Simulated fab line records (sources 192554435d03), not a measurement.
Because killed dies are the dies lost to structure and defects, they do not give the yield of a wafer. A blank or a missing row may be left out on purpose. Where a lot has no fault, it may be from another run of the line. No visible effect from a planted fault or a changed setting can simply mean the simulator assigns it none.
fab line records	flow n5_finfet
[record] lots = 7	wafers = 21	last_day = 17
route steps=1938 shown STI_FIN_REVEAL@184
lots that met no fault: taken from a fault-free run of the same line
start_h: the number of hours between the record's first day and the start of the first shown wafer of the lot	wait_h: time in hours since the lot's previous step	" repeats the value in the row above	L1.1+2: a single row standing in for several wafers	- no value, or no start was given	* or withheld: withheld	< > ~ a bound
route shown NAME@n: a module of which the file shows steps, and the number in the route of the first	usual: mean/standard deviation of fault-free wafers	same: alike in all rows	chamber/n: place in a boat	sites: readings site by site	_std_site: their standard deviation	_edge_site: mean of outer sites minus mean of inner sites	radius_mm: for every site, how far away it sits from the centre of the wafer	mask NAME#n: copy n	behind: the most recent tool/chamber to have shaped the wafer	hold: why the lot went on hold/how many hours it stayed there/how the hold came to an end	device: whichever transistor did not switch (one of n, p or np)	end of line: the route-end tests of the same wafers	a step given without rows: its recipe and nothing more	killed: not the wafer's yield, but the dies lost to structure and defects at the first sort	map: dies across one wafer; x = killed, . = not, _ = none there
set.NAME: the setting that was run; set.NAME@STEP: the one run at that earlier step	model.NAME: the simulator's own value behind a step, which no gauge read
lots seen at some steps along the route; tables by step, rows by wafer
services: the hour from which a tool's chamber was out of use, counted from the record's first day as start_h (under 0 if before that day), plus the number of hours and why
[[steps]]
[step N5_STI_FIN_REVEAL_ALD_14]
[recipe] material = Si3N4	target_thk_a = 30	temp_c = 400	ald_precursor_family = SiH2I2	ald_co_reactant = N2/H2-plasma	pressure_torr = 2
[step N5_STI_FIN_REVEAL_FCVD_FILL_01]
[recipe] material = SiO2_flowable	target_thk_a = 3120	temp_c = 100	pressure_torr = 0.8	rf_w = 2000	time_s = 512.2
[step N5_STI_FIN_REVEAL_DENSIFY_02]
[recipe] temp_c = 650	ambient = steam	time_s = 1800	idle_temp_c = 400	densification_p_h2o_torr = 640
[step N5_STI_FIN_REVEAL_CMP_04]
[recipe] stop_on = Si3N4	t_overpolish_s = 4	down_force_psi = 2	platen_rpm = 54.18	post_cmp_clean = alkaline_brush	pad_velocity_m_s = 1.078	target_thk_nm = 131.83
[usual] motor_current_A = 8.2/0.75	overpolish_run_s = 4.001/0.0088	time_to_endpoint_s = 106/5.3
lot.wafer	tool	chamber	start_h	wait_h	motor_current_A	overpolish_run_s	time_to_endpoint_s
L121.4	cmp-02	1	48.97	0.1	9.1	4.011	109
L121.3	"	2	"	"	8.8	4.005	112
L121.5	"	0	"	"	8.2	4.003	101
L123.4	cmp-03	1	58.46	0.0	9.4	4.000	110
L123.3	"	0	"	"	7.1	4.001	110
L123.5	"	1	"	"	9.3	4.001	107
L131.2	cmp-02	3	107.57	0.1	7.0	4.014	118
L131.3	"	1	"	"	9.2	4.007	114
L131.1	"	2	"	"	9.0	4.027	111
L132.2	cmp-04	2	115.95	0.0	7.7	3.986	109
L132.4	"	0	"	"	8.0	4.000	114
L132.6	"	3	"	"	8.3	4.007	108
L133.1	cmp-03	1	118.63	0.0	9.7	3.990	100
L133.4	"	0	"	"	7.0	3.983	94
L133.5	"	1	"	"	9.5	4.003	98
L134.1	cmp-02	3	124.77	0.1	7.2	4.003	116
L134.2	"	1	"	"	9.3	3.998	113
L134.5	"	3	"	"	6.9	4.000	114
L138.2	cmp-04	2	148.86	0.0	8.1	4.007	106
L138.3	"	3	"	"	8.4	3.998	106
L138.6	"	2	"	"	7.9	3.991	107
[step N5_STI_FIN_REVEAL_THK_MEAS_05]
[usual] thk_nm = 132.1/1.3
lot.wafer	tool	chamber	start_h	wait_h	thk_nm
L121.3	film_metro-01	-	49.19	-	134.6
L121.4	"	-	"	"	133.9
L121.5	"	-	"	"	132.2
L123.3	film_metro-02	-	58.76	-	132.8
L123.4	"	-	"	"	133.5
L123.5	"	-	"	"	133.3
L131.1	film_metro-01	-	107.86	-	133.3
L131.2	"	-	"	"	133.7
L131.3	"	-	"	"	132.8
L132.2	film_metro-02	-	116.25	-	132.3
L132.4	"	-	"	"	131.9
L132.6	"	-	"	"	130.6
L133.1	film_metro-01	-	118.93	-	132.4
L133.4	"	-	"	"	131.7
L133.5	"	-	"	"	131.2
L134.1	film_metro-01	-	125.02	-	134.9
L134.2	"	-	"	"	131.8
L134.5	"	-	"	"	133.7
L138.2	film_metro-02	-	149.15	-	131.7
L138.3	"	-	"	"	130.0
L138.6	"	-	"	"	132.0
[step N5_STI_FIN_REVEAL_DENSIFY_30]
[recipe] temp_c = *	time_s = *	ambient = N2	idle_temp_c = 600	ramp_up_c_per_s = 150	ramp_down_c_per_s = 60	cool_to_c = 600
[usual] lamp_power_pct = 11.53/0.055	lamp_zone_4_pct = 11.527/0.019	lamp_zone_6_pct = 11.452/0.02	wafer_temp_C_max = *
lot.wafer	tool	chamber	start_h	wait_h	lamp_power_pct	lamp_zone_4_pct	lamp_zone_6_pct	wafer_temp_C_max
L121.3	rtp_anneal-01	0	49.28	0.1	11.49	11.562	11.458	*
L121.4	"	0	"	"	11.53	11.518	11.468	*
L121.5	"	0	"	"	11.54	11.520	11.479	*
L123.3	rtp_anneal-01	0	58.85	0.1	11.37	11.532	11.466	*
L123.4	"	0	"	"	11.46	11.505	11.467	*
L123.5	"	0	"	"	11.48	11.522	11.435	*
L131.1	rtp_anneal-01	0	107.89	0.0	11.60	11.552	11.456	*
L131.2	"	0	"	"	11.57	11.536	11.451	*
L131.3	"	0	"	"	11.60	11.512	11.444	*
L132.2	rtp_anneal-02	0	116.30	0.1	11.56	11.547	11.475	*
L132.4	"	0	"	"	11.50	11.517	11.460	*
L132.6	"	0	"	"	11.48	11.534	11.453	*
L133.1	rtp_anneal-02	0	118.95	0.0	11.47	11.528	11.432	*
L133.4	"	0	"	"	11.55	11.532	11.474	*
L133.5	"	0	"	"	11.41	11.525	11.431	*
L134.1	rtp_anneal-02	0	125.05	0.0	11.60	11.517	11.476	*
L134.2	"	0	"	"	11.60	11.520	11.478	*
L134.5	"	0	"	"	11.49	11.524	11.455	*
L138.2	rtp_anneal-01	0	149.21	0.1	11.55	11.539	11.432	*
L138.3	"	0	"	"	11.54	11.542	11.454	*
L138.6	"	0	"	"	11.53	11.508	11.470	*
[step N5_STI_FIN_REVEAL_ETCHBACK_08]
[recipe] chemistry = C4F6/O2	target = SiO2	target_depth_a = 305	time_s = 10.167	ion_energy_ev = 250	pressure_mtorr = 30	source_w = 345	bias_w = 185	Ar_flow_sccm = 300	C4F6_flow_sccm = 10	O2_flow_sccm = 10
[usual] drypump_motor_current_A = 5.9/0.44	oes_o_777_au = 0.77/0.071	oes_product_au = 0.78/0.069	rf_vpp_V = 662/18	showerhead_plenum_p_Torr = 2.88/0.076	throttle_valve_pct = 21.22/0.28
lot.wafer	tool	chamber	start_h	wait_h	drypump_motor_current_A	oes_o_777_au	oes_product_au	rf_hours_counter_h	rf_vpp_V	showerhead_plenum_p_Torr	throttle_valve_pct
L121.3	rie_diel-03	2	49.43	0.1	5.3	0.71	0.76	130	676	2.84	20.80
L121.4	"	3	"	"	6.3	0.82	0.91	36	664	2.78	20.71
L121.5	"	3	"	"	6.3	0.82	0.91	-	666	2.78	20.69
L123.3	rie_diel-01	2	59.00	0.1	6.2	0.69	0.67	248	665	2.92	21.64
L123.4	"	3	"	"	6.1	0.81	0.77	183	682	2.83	21.47
L123.5	"	1	"	"	5.9	0.69	0.74	-	669	2.77	21.18
L131.1	rie_diel-03	2	108.12	0.2	5.4	0.70	0.74	153	676	2.83	20.84
L131.2	"	0	"	"	6.1	0.84	0.73	148	623	2.88	21.60
L131.3	"	3	"	"	6.3	0.79	0.88	52	664	2.78	20.73
L132.2	rie_diel-03	0	116.49	0.2	6.1	0.84	0.74	153	624	2.87	21.62
L132.4	"	3	"	"	6.3	0.79	0.87	-	665	2.77	20.70
L132.6	"	2	"	"	5.4	0.70	0.74	-	675	2.82	20.84
L133.1	rie_diel-06	3	119.17	0.2	5.3	0.84	0.88	18	669	2.94	21.30
L133.4	"	2	"	"	5.4	0.75	0.75	173	644	2.83	20.99
L133.5	"	2	"	"	5.4	0.75	0.74	-	644	2.83	20.99
L134.1	rie_diel-03	0	125.30	0.2	6.1	0.84	0.72	157	622	2.87	21.60
L134.2	"	2	"	"	5.4	0.70	0.73	161	675	2.82	20.84
L134.5	"	3	"	"	6.3	0.79	0.86	-	664	2.77	20.72
L138.2	rie_diel-01	0	149.39	0.2	6.5	0.76	0.77	131	673	2.95	21.17
L138.3	"	2	"	"	6.3	0.92	0.93	21	664	2.91	21.26
L138.6	"	1	"	"	6.0	0.67	0.72	-	668	2.75	21.24
[step N5_STI_FIN_REVEAL_STRIP_24]
[recipe] chemistry = N2/H2	time_s = 90	power_w = 100	temp_c = 40	pressure_mtorr = 100	rf_frequency_hz = 6e+07	bias_power_w = 3	n2_flow_sccm = 300	h2_flow_sccm = 300
[usual] drypump_motor_current_A = 5.9/0.44	oes_product_au = 0.79/0.072	rf_vpp_V = 45.4/0.86	showerhead_plenum_p_Torr = 3.40/0.092	throttle_valve_pct = 12.21/0.25
lot.wafer	tool	chamber	start_h	wait_h	drypump_motor_current_A	oes_product_au	rf_hours_counter_h	rf_vpp_V	showerhead_plenum_p_Torr	throttle_valve_pct
L121.3	rie_diel-03	2	49.47	0.0	5.3	0.77	130	46.2	3.41	12.04
L121.4	"	3	"	"	6.3	0.93	36	45.0	3.30	11.71
L121.5	"	3	"	"	6.3	0.93	-	45.9	3.30	11.70
L123.3	rie_diel-01	2	59.04	0.0	6.3	0.69	248	45.8	3.46	12.69
L123.4	"	3	"	"	6.1	0.74	183	46.6	3.36	12.48
L123.5	"	1	"	"	6.0	0.75	-	45.3	3.22	12.05
L131.1	rie_diel-03	2	108.16	0.0	5.4	0.75	153	45.2	3.40	12.12
L131.2	"	0	"	"	6.1	0.74	148	45.6	3.34	12.32
L131.3	"	3	"	"	6.3	0.89	52	46.5	3.29	11.71
L132.2	rie_diel-03	0	116.52	0.0	6.1	0.74	153	45.1	3.33	12.33
L132.4	"	3	"	"	6.3	0.89	-	44.9	3.29	11.73
L132.6	"	2	"	"	5.4	0.76	-	45.9	3.40	12.10
L133.1	rie_diel-06	3	119.20	0.0	5.3	0.88	18	45.0	3.44	11.99
L133.4	"	2	"	"	5.4	0.75	173	46.1	3.38	12.24
L133.5	"	2	"	"	5.4	0.75	-	44.6	3.38	12.23
L134.1	rie_diel-03	0	125.34	0.0	6.1	0.74	157	44.3	3.33	12.35
L134.2	"	2	"	"	5.4	0.74	161	44.4	3.40	12.12
L134.5	"	3	"	"	6.3	0.88	-	46.2	3.28	11.76
L138.2	rie_diel-01	0	149.43	0.0	6.5	0.80	131	47.2	3.51	12.26
L138.3	"	2	"	"	6.2	0.94	21	46.0	3.45	12.07
L138.6	"	1	"	"	6.0	0.73	-	44.1	3.21	12.14
[step N5_STI_FIN_REVEAL_PRECLEAN_25]
[recipe] chemistry = SPM	time_s = 90	temp_c = 120	mix = 4:1
[step N5_STI_FIN_REVEAL_PRECLEAN_26]
[recipe] chemistry = SC1	time_s = 45	temp_c = 46	mix = 1:2:100
[step N5_STI_FIN_REVEAL_PRECLEAN_29]
[recipe] chemistry = DHF	time_s = 30	temp_c = 25	dilution = 300:1
[step N5_STI_FIN_REVEAL_SRD_12]
[recipe] time_s = 30	temp_c = 23	rinse_liquid = diw	dry = ipa_marangoni
[step N5_STI_FIN_REVEAL_RECESS_09]
[recipe] chemistry = HF/NH3	target = SiO2	afs_cycles = 11	target_depth_a = 425	temp_c = 30	sublimation_temp_c = 180	sublimation_time_s = 60
[usual] drypump_motor_current_A = 6.2/0.32
lot.wafer	tool	chamber	start_h	wait_h	drypump_motor_current_A
L121.3	vapor_etch-02	1	50.21	0.6	6.4
L121.4	"	0	"	"	6.2
L121.5	"	1	"	"	6.4
L123.3	vapor_etch-02	0	59.78	0.6	6.2
L123.4	"	1	"	"	6.4
L123.5	"	0	"	"	6.2
L131.1	vapor_etch-02	0	108.37	0.0	6.2
L131.2	"	1	"	"	6.4
L131.3	"	0	"	"	6.2
L132.2	vapor_etch-02	0	116.74	0.0	6.2
L132.4	"	1	"	"	6.4
L132.6	"	0	"	"	6.2
L133.1	vapor_etch-02	1	119.42	0.0	6.4
L133.4	"	1	"	"	6.4
L133.5	"	1	"	"	6.4
L134.1	vapor_etch-01	0	125.56	0.0	6.5
L134.2	"	1	"	"	5.6
L134.5	"	0	126.62	1.1	6.5
L138.2	vapor_etch-01	0	149.65	0.0	6.5
L138.3	"	0	"	"	6.5
L138.6	"	0	"	"	6.5
[step N5_STI_FIN_REVEAL_STRIP_16]
[recipe] chemistry = H3PO4	material = SiNx	temp_c = 165	target_depth_a = 238	overetch_fraction = 0.4964	dry = ipa_marangoni
[step N5_STI_FIN_REVEAL_PRECLEAN_17]
[recipe] chemistry = NF3:NH3	afs_cycles = 1	temp_c = 30	time_s = 20	sublimation_temp_c = 180	sublimation_time_s = 60	pressure_torr = 3	rf_power_w = 30
[step N5_STI_FIN_REVEAL_ETCH_34]
[recipe] chemistry = H2	mode = isotropic	material = Si	target = Si	target_depth_a = 9.7	temp_c = 20	pressure_mtorr = 4.5	icp_w = 300	bias_w = 0	h2_flow_sccm = 7.5	he_flow_sccm = 142.5
[step N5_STI_FIN_REVEAL_OXIDATION_31]
[recipe] chemistry = O2_PLASMA_REMOTE	temp_c = 150	time_s = 20	pressure_mtorr = 1000	source_power_w = 2000	o2_flow_sccm = 3000
[usual] drypump_motor_current_A = 5.1/0.3	heater_power_w = 146/16	o2_flow_sccm = 3002/8.5	temp_c_max = 151.0/0.3
lot.wafer	tool	chamber	start_h	wait_h	drypump_motor_current_A	heater_power_w	o2_flow_sccm	rf_hours_counter_h	temp_c_max
L121.3	plasma_asher-01	0	51.85	0.1	4.9	157	3010	-	151.4
L121.4	"	1	"	"	4.9	144	3006	-	150.9
L121.5	"	0	"	"	4.9	162	2998	-	150.7
L123.3	plasma_asher-02	1	61.42	0.1	5.4	110	3004	-	150.8
L123.4	"	0	"	"	5.7	150	2993	-	151.3
L123.5	"	1	"	"	5.4	115	2995	-	150.6
L131.1	plasma_asher-01	0	110.53	0.0	4.9	158	2989	89	150.7
L131.2	"	1	"	"	4.9	147	2997	89	151.3
L131.3	"	1	"	"	4.9	144	3008	-	151.2
L132.2	plasma_asher-02	1	118.92	0.0	5.4	112	3002	46	150.6
L132.4	"	1	"	"	5.4	111	2995	-	150.6
L132.6	"	0	"	"	5.7	156	2997	-	151.4
L133.1	plasma_asher-01	0	121.60	0.1	5.0	158	2999	90	151.2
L133.4	"	0	"	"	4.9	159	2997	-	151.3
L133.5	"	0	"	"	4.9	165	2993	-	151.3
L134.1	plasma_asher-01	1	127.71	0.0	4.9	143	2996	91	151.3
L134.2	"	0	"	"	4.9	163	3009	91	151.0
L134.5	"	1	"	"	4.9	146	3005	-	151.2
L138.2	plasma_asher-02	0	151.82	0.0	5.7	150	3012	53	151.3
L138.3	"	1	"	"	5.4	113	3007	-	150.1
L138.6	"	1	"	"	5.4	112	3023	-	150.1
[step N5_STI_FIN_REVEAL_PRECLEAN_32]
[recipe] chemistry = NF3:NH3	afs_cycles = 1	temp_c = 30	time_s = 20	sublimation_temp_c = 180	sublimation_time_s = 60	pressure_torr = 3	rf_power_w = 30
[step N5_STI_FIN_REVEAL_STRIP_35]
[recipe] chemistry = H3PO4	material = Si3N4	temp_c = 165	target_depth_a = 40	time_s = 39
[step N5_STI_FIN_REVEAL_SRD_21]
[recipe] dry = ipa_marangoni	time_s = 30	temp_c = 23	rinse_liquid = diw
[step N5_STI_FIN_REVEAL_OXIDATION_33]
[recipe] chemistry = O2_PLASMA_REMOTE	temp_c = 150	time_s = 20	pressure_mtorr = 1000	source_power_w = 2000	o2_flow_sccm = 3000
[step N5_STI_FIN_REVEAL_CLEAN_19]
[recipe] chemistry = O3/DIW	temp_c = 25	time_s = 120	o3_ppm = 10
[step N5_STI_FIN_REVEAL_SRD_23]
[recipe] dry = ipa_marangoni	time_s = 30	temp_c = 23	rinse_liquid = diw
[step N5_STI_FIN_REVEAL_CD_MEAS_22]
[recipe] target_cd_nm = 6.238	pitch_nm = 28	polarity = line
[usual] cd_nm = 6.2/0.3
lot.wafer	tool	chamber	start_h	wait_h	cd_nm
L121.3	cd_sem-03	-	52.35	0.0	6.2
L121.4	"	-	"	"	6.2
L121.5	"	-	"	"	6.4
L123.3	cd_sem-03	-	61.92	0.0	5.8
L123.4	"	-	"	"	6.6
L123.5	"	-	"	"	6.7
L131.1	cd_sem-02	-	111.04	0.0	6.4
L131.2	"	-	"	"	6.2
L131.3	"	-	"	"	6.4
L132.2	cd_sem-03	-	119.44	0.0	5.6
L132.4	"	-	"	"	6.3
L132.6	"	-	"	"	6.3
L133.1	cd_sem-02	-	122.12	0.0	6.4
L133.4	"	-	"	"	5.8
L133.5	"	-	"	"	6.1
L134.1	cd_sem-01	-	128.25	0.0	6.1
L134.2	"	-	"	"	6.3
L134.5	"	-	"	"	6.3
L138.2	cd_sem-01	-	152.34	0.0	6.2
L138.3	"	-	"	"	7.0
L138.6	"	-	"	"	6.4
[step N5_STI_FIN_REVEAL_FIN_H_MEAS_10]
[usual] trench_depth_nm = 51.8/0.89
lot.wafer	tool	chamber	start_h	wait_h	trench_depth_nm
L121.3	ocd-02	-	52.38	0.0	51.3
L121.4	"	-	"	"	53.3
L121.5	"	-	"	"	52.2
L123.3	ocd-02	-	61.95	0.0	51.1
L123.4	"	-	"	"	53.5
L123.5	"	-	"	"	51.7
L131.1	ocd-02	-	111.07	0.0	46.1
L131.2	"	-	"	"	46.6
L131.3	"	-	"	"	47.7
L132.2	ocd-02	-	119.47	0.0	47.2
L132.4	"	-	"	"	47.7
L132.6	"	-	"	"	47.2
L133.1	ocd-02	-	122.15	0.0	46.6
L133.4	"	-	"	"	46.5
L133.5	"	-	"	"	45.9
L134.1	ocd-02	-	128.28	0.0	50.5
L134.2	"	-	"	"	51.2
L134.5	"	-	"	"	52.1
L138.2	ocd-01	-	152.37	0.0	49.8
L138.3	"	-	"	"	52.0
L138.6	"	-	"	"	51.4
[step N5_STI_FIN_REVEAL_PRECLEAN_18]
[recipe] chemistry = SC2	time_s = 45	temp_c = 35	mix = 1:1:50
[[services]]
tool	chamber	start_h	hours	kind
rie_diel-06	0	27.07	16.7	repair
cmp-04	-	45.54	1.8	repair
rie_diel-06	3	46.41	-	clean
rie_diel-06	3	46.41	-	consumable_replace:focus_ring
rie_diel-06	3	46.41	16.0	scheduled_down
rie_diel-06	3	46.41	16.0	vent_cycle
cmp-04	-	47.48	0.2	repair
cmp-04	-	50.13	3.7	repair
rie_diel-03	3	52.75	23.1	repair
cmp-04	-	56.75	0.5	repair
cmp-03	-	59.86	5.8	pm
rie_diel-01	2	66.15	-	clean
rie_diel-01	2	66.15	-	consumable_replace:focus_ring
rie_diel-01	2	66.15	18.8	scheduled_down
rie_diel-01	2	66.15	18.8	vent_cycle
vapor_etch-02	-	78.85	0.4	repair
rie_diel-03	1	92.41	36.0	repair
plasma_asher-02	-	134.18	1.1	repair
cmp-02	-	139.49	4.0	pm
cmp-02	-	143.49	-	consumable_replace:conditioner
cmp-02	-	143.49	-	consumable_replace:pad
cmp-02	-	143.49	11.0	pm
[[key]]
[first_sign] step = N5_STI_FIN_REVEAL_FIN_H_MEAS_10	reading = trench_depth_nm	direction = down	sigmas = 5.5	usual = 51.8	struck = 46.8
effect none on later readings
met_at N5_STI_FIN_REVEAL_RECESS_09
struck_wafers L131.1,L131.2,L131.3,L132.2,L132.4,L132.6,L133.1,L133.4,L133.5
rows_end L131.1,L131.2,L131.3,L132.2,L132.4,L132.6,L133.1,L133.4,L133.5
onset_between 59.78 108.37
[fault] kind = process_parameter_drift	tool = vapor_etch-02	chamber = -	onset_h = 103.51	steps = N5_STI_FIN_REVEAL_RECESS_09	channel = target_depth_a	offset = -55.442	shape = step	acts_in = these_recipes_only	stated = 425
// rows_end: these wafers met a further fault down the route, and their rows from its step on are left out
